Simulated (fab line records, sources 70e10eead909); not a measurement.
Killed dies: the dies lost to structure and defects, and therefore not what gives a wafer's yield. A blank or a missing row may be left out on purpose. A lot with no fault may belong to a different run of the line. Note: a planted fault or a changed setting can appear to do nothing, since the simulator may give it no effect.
Comparing a struck lot with a sound one + flow nand-harc + 31 out of 1302 route steps
Sound: wafers L498.1, L498.2, L498.6. Struck: wafer L509.4 (L509.1, L509.3, from the same lot, were not struck and are left out); the cause is given at the end.
Order at every step that has rows: each side's tool, ch and its chambers, its first start. Under that, the readings that differ: sound wafers + struck wafers + difference of the means + sigmas: that difference in standard deviations of wafers without a fault.
alike: words and numbers the same on both sides, and readings whose means are apart by under 2 such deviations; not compared: readings that were withheld, readings missing a value for some wafer, numbers with overlapping values and no deviation given by the record, and bounds like >300 which may hide the same value.
The two part at a step that has a row with sigmas, a row that says differs or no value, or rows on one side only. Numbers that don't overlap but have no deviation are shown without sigmas and don't part them. A reading missing from all wafers of one side parts the sides only when that side holds two or more wafers.

first, 9 steps without rows for these wafers: NHARC_A_CHANNEL_HOLE_D2_COAT_04 (resist thk 90 nm); NHARC_A_CHANNEL_HOLE_D2_SOFTBAKE_05 (time 55 s); NHARC_A_CHANNEL_HOLE_D2_EBR_06; NHARC_A_CHANNEL_HOLE_D2_EXPOSE_07 (exposes mask HOLE D2, target cd 100 nm); NHARC_A_CHANNEL_HOLE_D2_PEB_08 (peb time 65 s); NHARC_A_CHANNEL_HOLE_D2_DEVELOP_09 (develop time 35 s); NHARC_A_CHANNEL_HOLE_D2_DESCUM_15 (chemistry O2, time 3 s); NHARC_A_CHANNEL_HOLE_D2_ETCH_38 (etches the open film in CF4, target depth 39 nm, time 65 s); NHARC_A_CHANNEL_HOLE_D2_ETCH_39 (etches the open film in N2/H2, target depth 260 nm, time 325 s).
NHARC_A_CHANNEL_HOLE_D2_ETCH_34: etches the open film in CF4/CHF3, target depth 154 nm, time 77 s.
  sound on rie-diel-07 ch 1,2, day 14 03:24; struck on rie-diel-07 ch 0, day 19 06:32
  alike: drypump-motor-current-A, oes-product-au, rf-vpp-V, showerhead-plenum-p-Torr, throttle-valve-pct
  not compared: rf-hours-counter-h
then, 18 steps without rows for these wafers: NHARC_A_CHANNEL_HOLE_D2_ETCH_16 (etches the open film in O2/COS, target depth 3100 nm, time 806 s); NHARC_A_CHANNEL_HOLE_D2_ETCH_19 (etches the open film in C4F8/O2/Ar, time 34.5 s); NHARC_A_CHANNEL_HOLE_D2_ETCH_20 (etches the open film in C4F8/O2/Ar, time 361.9 s, target depth 1600 nm); NHARC_A_CHANNEL_HOLE_D2_ETCH_21 (etches the open film in C4F8/O2/Ar, time 514.3 s, target depth 1600 nm); NHARC_A_CHANNEL_HOLE_D2_ETCH_22 (etches the open film in C4F8/O2/Ar, time 666.7 s, target depth 1600 nm); NHARC_A_CHANNEL_HOLE_D2_ETCH_23 (etches the open film in C4F8/O2/Ar, time 819 s, target depth 1600 nm); NHARC_A_CHANNEL_HOLE_D2_ETCH_24 (etches the open film in C4F8/O2/Ar, time 906.2 s, target depth 1500 nm); NHARC_A_CHANNEL_HOLE_D2_ETCH_25 (etches the open film in C4F8/O2/Ar, time 1040.2 s, target depth 1500 nm); NHARC_A_CHANNEL_HOLE_D2_ETCH_26 (etches the open film in C4F8/O2/Ar, time 224.1 s, target depth 300 nm); NHARC_A_CHANNEL_HOLE_D2_ETCH_27 (etches the open film in C4F8/O2/Ar, time 90 s, target depth 400 nm); NHARC_A_CHANNEL_HOLE_D2_STRIP_41 (strips in N2/H2); NHARC_A_CHANNEL_HOLE_D2_STRIP_42 (strips in CF4/CHF3); NHARC_A_CHANNEL_HOLE_D2_STRIP_43 (strips in O2/COS); NHARC_A_CHANNEL_HOLE_D2_ETCH_44 (etches the open film in CF4/O2, target depth 140 nm, overetch 14 nm, time 77 s); NHARC_A_CHANNEL_HOLE_D2_STRIP_28 (strips in O2); NHARC_A_CHANNEL_HOLE_D2_PRECLEAN_29 (cleans in SC1); NHARC_A_CHANNEL_HOLE_D2_SRD_30; NHARC_A_CHANNEL_HOLE_D2_XSEM_32.
NHARC_A_CHANNEL_HOLE_D2_INSPECT_40:
  sound on defect-inspect-01, day 14 09:51; struck on defect-inspect-01, day 19 14:25
| reading          | sound       | struck | difference | sigmas |
|------------------|-------------|--------|------------|--------|
| raw-defect-count | 238 206 239 | 1432   | +1204      | +17    |
then, 1 step without rows for these wafers: NHARC_A_CHANNEL_FILL_D2_PRECLEAN_00 (cleans in SC1).
-- jump in the record: it breaks off in module A_CHANNEL_FILL_D2 and resumes in module END (first step shown: number 1302 of the route), and 11 days separate the struck wafers' starts before and after --
NHARC_END_SORT_01:
  sound on prober-02 ch 0, day 25 04:57; struck on prober-02 ch 0, day 30 21:10
| reading         | sound    | struck | difference | sigmas |
|-----------------|----------|--------|------------|--------|
| killed-at-array | 43 43 50 | 174    | +129       | +7     |
| killed-dies     | 45 49 51 | 176    | +128       | +7     |
  alike: killed-at-other, killed-at-periphery, killed-open, killed-short

## WHERE THEY PART
Last at NHARC_END_SORT_01 as far as this record goes, first at NHARC_A_CHANNEL_HOLE_D2_INSPECT_40.

WHY: what had been put in by the simulator
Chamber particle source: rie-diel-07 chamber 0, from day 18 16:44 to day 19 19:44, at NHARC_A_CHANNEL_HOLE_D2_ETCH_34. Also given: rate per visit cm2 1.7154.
